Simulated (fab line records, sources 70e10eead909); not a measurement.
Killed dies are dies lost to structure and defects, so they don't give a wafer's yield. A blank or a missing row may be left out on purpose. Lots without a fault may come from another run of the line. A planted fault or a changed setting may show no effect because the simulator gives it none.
fab line records | flow nand_harc
record lots=12 wafers=36 last_day=33
route steps=1302 shown A_CHANNEL_HOLE_D2@598 A_CHANNEL_FILL_D2@620 END@1302
lots that met no fault: from a run of the same line without faults
start_h: hours from the record's first day to the start of the lot's first wafer shown | wait_h: hours since the lot's step before | " the same as in the row above | L1.1+2: a row that stands for several wafers | - no value, or no start given | * or withheld: withheld | < > ~ a bound
route shown NAME@n: a module of which the file shows steps, and the number in the route of the first | usual: mean/standard deviation of fault-free wafers | same: alike in all rows | chamber/n: place in a boat | sites: the reading at each site | _std_site: their standard deviation | _edge_site: outer sites' mean less inner sites' | radius_mm: how far each site lies from the wafer's centre | mask NAME#n: copy n | behind: the tool/chamber that last shaped the wafer | hold: why the lot was held/for how many hours/how that ended | device: the transistor (n, p or np) that didn't switch | end of line: the same wafers' tests at the end of the route | a step without rows: its recipe alone | killed: dies lost to structure and defects at the first sort, not the wafer's yield | map: a wafer's dies, x killed, . not, _ none there
set.NAME: the setting as run; set.NAME@STEP: as run at that earlier step | model.NAME: the simulator's own value behind a step, which no gauge read
steps of the route over a sample of lots; a table a step, a row a wafer
services: from which hour (start_h, from the record's first day; less than 0 if before it) a tool's chamber was out of use, for how many hours, and why
## steps
# step NHARC_A_CHANNEL_HOLE_D2_ETCH_26
# recipe bias_v=300 source_w=2000 pressure_mtorr=30 time_s=224.1 ar_flow_sccm=375 c4f8_flow_sccm=11.4 o2_flow_sccm=113.6 temp_c=-20 target_depth_a=3000 chemistry=C4F8/O2/Ar
# usual drypump_motor_current_A=6.1/0.35 o2_flow_sccm=113.60/0.3 showerhead_plenum_p_Torr=3.67/0.064 throttle_valve_pct=24.584/0.0098
# columns lot.wafer tool chamber start_h wait_h drypump_motor_current_A o2_flow_sccm rf_hours_counter_h showerhead_plenum_p_Torr throttle_valve_pct
L114.2 har_etch-01 1 300.68 0.6 6.2 113.43 157 3.63 24.584
L114.4 " 0 " " 5.7 113.66 - 3.74 24.581
L114.3 " 1 " " 6.1 113.12 - 3.63 24.596
L115.1 har_etch-02 1 303.05 0.7 5.8 113.74 362 3.68 24.572
L115.2 " 0 " " 6.6 113.98 362 3.78 24.579
L115.5 " 0 " " 6.6 114.05 - 3.78 24.581
L117.4 har_etch-01 0 342.24 0.5 5.7 113.47 - 3.74 24.591
L117.3 " 1 " " 6.1 113.12 - 3.62 24.595
L117.5 " 1 " " 6.1 113.42 - 3.62 24.585
L119.1 har_etch-02 0 352.24 1.5 6.6 112.93 397 3.76 24.577
L119.2 " 0 " " 6.6 113.80 - 3.76 24.572
L119.4 " 0 " " 6.6 113.80 - 3.76 24.591
L120.3 har_etch-01 0 362.73 0.5 5.7 113.35 - 3.72 24.572
L120.4 " 1 " " 6.2 113.65 - 3.61 24.593
L120.6 " 1 " " 6.2 113.74 - 3.61 24.579
L121.2 har_etch-02 1 365.14 0.7 5.8 113.57 386 3.67 24.586
L121.1 " 0 " " 6.7 114.30 409 3.75 24.579
L121.5 " 1 " " 5.8 113.73 - 3.67 24.600
L122.2 har_etch-02 0 373.10 0.7 6.7 113.80 416 3.75 24.593
L122.4 " 0 " " 6.7 113.98 - 3.75 24.590
L122.3 " 1 " " 5.8 113.99 - 3.67 24.595
L124.1 har_etch-01 0 401.70 0.7 5.8 113.32 218 3.71 24.595
L124.3 " 0 " " 5.8 113.41 - 3.71 24.599
L124.6 " 1 " " 6.1 113.50 - 3.59 24.578
L128.2 har_etch-01 0 445.89 0.7 5.8 113.35 241 3.69 24.601
L128.3 " 0 " " 5.7 113.61 - 3.69 24.584
L128.5 " 0 " " 5.8 113.61 - 3.69 24.576
L133.4 har_etch-01 1 489.31 0.5 6.1 114.08 - 3.56 24.576
L133.3 " 0 " " 5.8 113.32 - 3.68 24.582
L133.5 " 1 " " 6.1 113.99 - 3.56 24.582
L135.4 har_etch-02 1 511.97 0.5 5.8 113.60 - 3.63 24.584
L135.6 " 1 " " 5.8 113.34 - 3.63 24.591
L135.5 " 0 " " 6.6 113.24 - 3.71 24.587
L136.1 har_etch-01 1 512.20 0.7 6.1 113.49 279 3.56 24.582
L136.3 " 1 " " 6.1 113.64 - 3.56 24.580
L136.6 " 1 " " 6.1 113.34 - 3.56 24.592
# step NHARC_A_CHANNEL_FILL_D2_ETCHBACK_20
# recipe target_depth_a=270 time_s=13.5 c4f8_flow_sccm=withheld o2_flow_sccm=8 ar_flow_sccm=withheld rf_w=600 bias_w=1500 chemistry=C4F8/O2/Ar
# usual oes_product_au=0.990/0.024 rf_vpp_V=978/5.1
# columns lot.wafer tool chamber start_h wait_h oes_product_au rf_hours_counter_h rf_vpp_V
L114.2 rie_diel-11 1 328.44 - 1.018 3 985
L114.3 " 3 " " 1.008 2 974
L114.4 " 0 " " 0.996 2 975
L115.1 rie_diel-05 0 328.45 - 1.005 16 970
L115.2 " 1 " " 0.983 17 986
L115.5 " 0 " " 1.005 - 970
L117.3 rie_diel-09 1 368.60 - 1.015 1 975
L117.4 " 0 " " 0.996 1 981
L117.5 " 1 " " 1.013 - 975
L119.1 rie_diel-09 3 376.02 - 1.002 1 977
L119.4 " 0 " " 0.998 1 980
L119.2 " 1 " " 1.007 1 973
L121.2 rie_diel-11 0 388.43 - 0.941 4 977
L121.1 " 1 " " 0.962 5 983
L121.5 " 3 " " 0.960 - 975
L120.3 rie_diel-05 1 388.45 - 0.982 26 985
L120.4 " 3 " " 0.985 25 981
L120.6 " 1 " " 0.972 - 983
L122.2 rie_diel-09 0 400.08 - 0.989 2 979
L122.4 " 1 " " 1.009 2 974
L122.3 " 2 " " 0.995 2 974
L124.1 rie_diel-11 1 428.25 - 0.997 5 984
L124.3 " 2 " " 0.997 5 988
L124.6 " 3 " " 0.992 - 975
L128.3 rie_diel-11 1 472.36 - 0.998 1 984
L128.2 " 3 " " 0.996 1 974
L128.5 " 1 " " 0.992 - 983
L133.3 rie_diel-11 0 515.63 - 0.699 2 978
L133.4 " 2 " " 0.922 2 986
L133.5 " 0 " " 0.707 - 978
L135.4 rie_diel-09 1 535.45 - 0.979 0 975
L135.6 " 1 " " 0.983 - 972
L135.5 " 2 " " 0.961 - 974
L136.3 rie_diel-05 0 535.46 - 1.014 22 969
L136.1 " 2 " " 0.996 23 975
L136.6 " 3 " " 0.997 - 981
# step NHARC_A_CHANNEL_FILL_D2_STRIP_28
# recipe time_s=20 o2_flow_sccm=500 ar_flow_sccm=0 bias_w=0 chemistry=O2
# usual drypump_motor_current_A=5.8/0.4 o2_flow_sccm=499.8/1.5 oes_product_au=1.002/0.0087 rf_vpp_V=57.9/0.87 showerhead_plenum_p_Torr=3.54/0.13 throttle_valve_pct=17.036/0.0095
# columns lot.wafer tool chamber start_h wait_h drypump_motor_current_A o2_flow_sccm oes_product_au rf_hours_counter_h rf_vpp_V showerhead_plenum_p_Torr throttle_valve_pct
L114.2 rie_diel-11 1 328.53 0.1 6.3 500.4 1.006 3 57.8 3.66 17.036
L114.3 " 2 " " 5.1 497.7 1.011 2 59.1 3.76 17.046
L114.4 " 0 " " 5.5 501.7 1.000 2 57.2 3.50 17.034
L115.1 rie_diel-05 0 328.54 0.1 6.0 497.7 1.015 16 57.8 3.30 17.038
L115.2 " 1 " " 6.2 496.7 0.989 17 60.4 3.70 17.037
L115.5 " 3 " " 5.8 498.1 0.995 - 58.1 3.61 17.058
L117.4 rie_diel-09 0 368.69 0.1 5.8 501.6 1.004 1 58.4 3.56 17.024
L117.3 " 1 " " 6.3 498.8 1.023 1 57.0 3.42 17.016
L117.5 " 0 " " 5.8 498.0 1.008 - 57.5 3.56 17.016
L119.4 rie_diel-09 3 376.11 0.1 6.2 495.8 1.003 1 58.1 3.46 17.027
L119.2 " 1 " " 6.3 499.3 1.004 1 57.8 3.42 17.037
L119.1 " 2 " " 5.8 498.6 0.992 1 56.0 3.41 17.043
L121.1 rie_diel-11 3 388.51 0.1 5.8 500.0 1.011 4 58.4 3.44 17.024
L121.2 " 1 " " 6.3 498.4 1.017 5 57.5 3.66 17.030
L121.5 " 3 " " 5.8 499.3 1.009 - 56.9 3.44 17.034
L120.3 rie_diel-05 1 388.53 0.1 6.2 500.9 0.980 26 58.7 3.69 17.032
L120.4 " 0 " " 6.0 501.5 1.011 26 57.7 3.30 17.052
L120.6 " 2 " " 5.8 499.8 0.994 - 58.2 3.46 17.035
L122.2 rie_diel-09 2 400.18 0.1 5.8 499.5 0.997 2 56.6 3.41 17.042
L122.4 " 3 " " 6.2 499.0 1.004 2 58.5 3.46 17.028
L122.3 " 0 " " 5.8 499.9 0.991 2 59.0 3.56 17.029
L124.3 rie_diel-11 1 428.32 0.1 6.3 499.3 1.004 5 57.8 3.66 17.044
L124.1 " 0 " " 5.5 498.3 0.997 5 56.2 3.50 17.048
L124.6 " 1 " " 6.3 499.7 0.996 - 58.2 3.66 17.033
L128.2 rie_diel-11 2 472.44 0.1 5.1 499.4 0.996 1 59.3 3.76 17.050
L128.3 " 1 " " 6.3 502.6 1.006 1 57.8 3.66 17.035
L128.5 " 3 " " 5.8 499.5 1.009 - 56.4 3.44 17.039
L133.4 rie_diel-11 2 515.72 0.1 5.1 502.2 0.995 2 58.4 3.76 17.034
L133.3 " 3 " " 5.8 501.4 1.004 1 57.5 3.44 17.015
L133.5 " 1 " " 6.3 499.0 0.996 - 57.2 3.66 17.038
L135.4 rie_diel-09 0 535.54 0.1 5.8 496.7 1.002 0 56.9 3.56 17.032
L135.5 " 3 " " 6.2 497.8 0.995 - 57.9 3.46 17.034
L135.6 " 0 " " 5.8 499.2 0.993 - 58.4 3.56 17.033
L136.3 rie_diel-05 0 535.54 0.1 6.0 497.1 1.016 22 57.0 3.29 17.034
L136.1 " 2 " " 5.9 502.1 1.006 23 57.3 3.44 17.021
L136.6 " 0 " " 6.0 499.3 1.006 - 56.9 3.29 17.037
# step NHARC_A_CHANNEL_FILL_D2_RTA_24
# recipe temp_c=1000 time_s=5
# usual lamp_power_pct=35.9/1.3 lamp_zone_4_pct=35.9/1.3 wafer_temp_C_max=1004.8/2
# columns lot.wafer tool chamber start_h wait_h lamp_power_pct lamp_zone_4_pct wafer_temp_C_max
L115.1 rtp_anneal-01 0 351.55 0.0 35.0 35.0 1006.0
L115.2 " 0 " " 34.9 35.0 1004.9
L115.5 " 0 " " 35.0 34.9 1006.4
L114.2 rtp_anneal-02 0 351.57 0.1 37.6 37.6 1002.9
L114.3 " 0 " " 37.5 37.7 1002.6
L114.4 " 0 " " 37.6 37.6 1003.5
L117.3 rtp_anneal-01 0 393.23 0.1 34.9 35.0 1005.9
L117.4 " 0 " " 34.9 35.0 1008.2
L117.5 " 0 " " 34.9 35.0 1004.7
L119.1 rtp_anneal-02 0 400.23 0.0 37.6 37.6 1002.3
L119.2 " 0 " " 37.6 37.6 1001.3
L119.4 " 0 " " 37.6 37.6 1002.0
L121.1 rtp_anneal-02 0 413.84 0.0 37.6 37.6 1002.0
L121.2 " 0 " " 37.6 37.6 1001.6
L121.5 " 0 " " 37.6 37.5 1002.0
L120.3 rtp_anneal-01 0 413.89 0.1 34.9 35.0 1006.6
L120.4 " 0 " " 34.9 34.9 1005.3
L120.6 " 0 " " 34.9 35.1 1006.4
L122.2 rtp_anneal-01 0 427.77 0.1 35.0 34.9 1004.7
L122.3 " 0 " " 34.9 34.9 1006.8
L122.4 " 0 " " 34.9 35.0 1007.4
L124.1 rtp_anneal-02 0 452.00 0.0 37.6 37.5 1002.7
L124.3 " 0 " " 37.6 37.6 1003.7
L124.6 " 0 " " 37.6 37.5 1002.3
L128.2 rtp_anneal-01 0 496.02 0.1 34.9 35.0 1004.5
L128.3 " 0 " " 35.0 35.0 1006.8
L128.5 " 0 " " 34.9 34.9 1006.0
L133.3 rtp_anneal-01 0 539.24 0.1 34.9 34.9 1005.4
L133.4 " 0 " " 35.0 35.0 1005.3
L133.5 " 0 " " 34.9 35.0 1004.5
L136.1 rtp_anneal-02 0 559.06 0.0 37.6 37.6 1002.3
L136.3 " 0 " " 37.6 37.7 1003.1
L136.6 " 0 " " 37.6 37.5 1002.4
L135.4 rtp_anneal-01 0 559.14 0.1 35.0 35.0 1006.1
L135.5 " 0 " " 34.9 35.0 1006.4
L135.6 " 0 " " 34.9 35.0 1005.7
# step NHARC_END_SORT_01
# recipe temp_c=25
# usual killed_at_array=53/18 killed_at_other=1.0/1.2 killed_at_periphery=3.6/2.4 killed_dies=58/18 killed_open=3.4/1.8 killed_short=2.3/1.5
# same gross_dies=677
# columns lot.wafer tool chamber start_h wait_h killed_at_array killed_at_other killed_at_periphery killed_dies killed_open killed_short
L133.3 prober-01 0 765.30 3.1 676 0 1 677 2 2
L133.4 prober-01 0 766.09 3.4 53 0 3 56 4 2
L133.5 prober-01 0 766.88 3.6 674 0 3 677 3 1
# killed by level:class
L133.3 A_CHANNEL_FILL_D2:area_etchback=632 A_SLIT:chamber_film_flake=16 A_CHANNEL_HOLE_D2:chamber_film_flake=9 A_CHANNEL_HOLE_D1:chamber_film_flake=8 A_STAIRCASE:chamber_film_flake=6 A_WL_FILL:geometric_particle:short=2 A_ONON_D1:geometric_particle:open=1 A_WL_FILL:geometric_particle:open=1
L133.4 A_SLIT:chamber_film_flake=21 A_CHANNEL_HOLE_D1:chamber_film_flake=11 A_CHANNEL_HOLE_D2:chamber_film_flake=8 A_STAIRCASE:chamber_film_flake=4 A_CONTACT:chamber_film_flake=3 A_CONTACT:geometric_particle:open=2 P_CONTACT:geometric_particle:short=1 A_SGD_CUT:geometric_particle:short=1
L133.5 A_CHANNEL_FILL_D2:area_etchback=624 A_SLIT:chamber_film_flake=14 A_CHANNEL_HOLE_D2:chamber_film_flake=14 A_CHANNEL_HOLE_D1:chamber_film_flake=8 A_CONTACT:chamber_film_flake=6 P_ZERO_WELL:chamber_film_flake=3 A_STAIRCASE:chamber_film_flake=3 A_SOURCE_PLATE:geometric_particle:open=1
## services
# columns tool chamber start_h hours kind
rie_diel-05 0 283.35 2.7 repair
rie_diel-11 0 289.00 - clean
rie_diel-11 1 289.00 - clean
rie_diel-11 2 289.00 - clean
rie_diel-11 3 289.00 - clean
rie_diel-09 1 310.95 7.7 repair
rie_diel-11 0 313.50 - clean
rie_diel-11 1 313.50 - clean
rie_diel-11 2 313.50 - clean
rie_diel-11 3 313.50 - clean
rie_diel-09 - 320.10 9.0 pm
rie_diel-05 3 321.50 4.2 repair
rtp_anneal-01 - 372.13 12.0 pm
har_etch-02 - 378.03 17.0 pm
rie_diel-11 3 380.09 4.9 repair
rie_diel-05 - 406.60 9.0 pm
rie_diel-05 1 415.69 3.3 repair
rie_diel-11 3 422.13 4.1 repair
rie_diel-11 - 432.50 9.0 pm
rie_diel-09 - 438.44 0.5 repair
rie_diel-09 2 470.43 15.0 repair
rie_diel-11 3 487.34 3.1 repair
rie_diel-09 - 497.10 9.0 pm
rie_diel-09 1 541.84 9.8 repair
## key
first_sign step=NHARC_A_CHANNEL_FILL_D2_ETCHBACK_20 reading=oes_product_au direction=down sigmas=12 usual=0.990 struck=0.703
effect step=NHARC_END_SORT_01 reading=killed_at_array direction=up sigmas=35 usual=53 struck=675
more_kills_born_at NHARC_A_CHANNEL_FILL_D2_ETCHBACK_20@rie_diel-11=1256
met_at NHARC_A_CHANNEL_FILL_D2_ETCHBACK_20
struck_lots L133
struck_wafers L133.3,L133.5
later_rows_left_out L133.3,L133.5
tester_left_out L133
not_acting_at NHARC_A_CHANNEL_HOLE_D2_ETCH_26,NHARC_A_CHANNEL_FILL_D2_STRIP_28,NHARC_A_CHANNEL_FILL_D2_RTA_24
onset_between 388.43 515.63
fault kind=process_parameter_drift tool=rie_diel-11 chamber=0 onset_h=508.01 steps=NHARC_A_CHANNEL_FILL_D2_ETCHBACK_20 channel=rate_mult offset=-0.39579 shape=step
# tester_left_out: of these lots the tester's yield and bins aren't shown, on N5 and GAA mostly nor the transistor test; their killed dies are dies lost to structure and defects alone, not to doping, threshold or leakage, so they don't give the yield
# later_rows_left_out: the simulator's readings of these wafers behind a module that went badly wrong aren't trusted and aren't shown, but for the sort
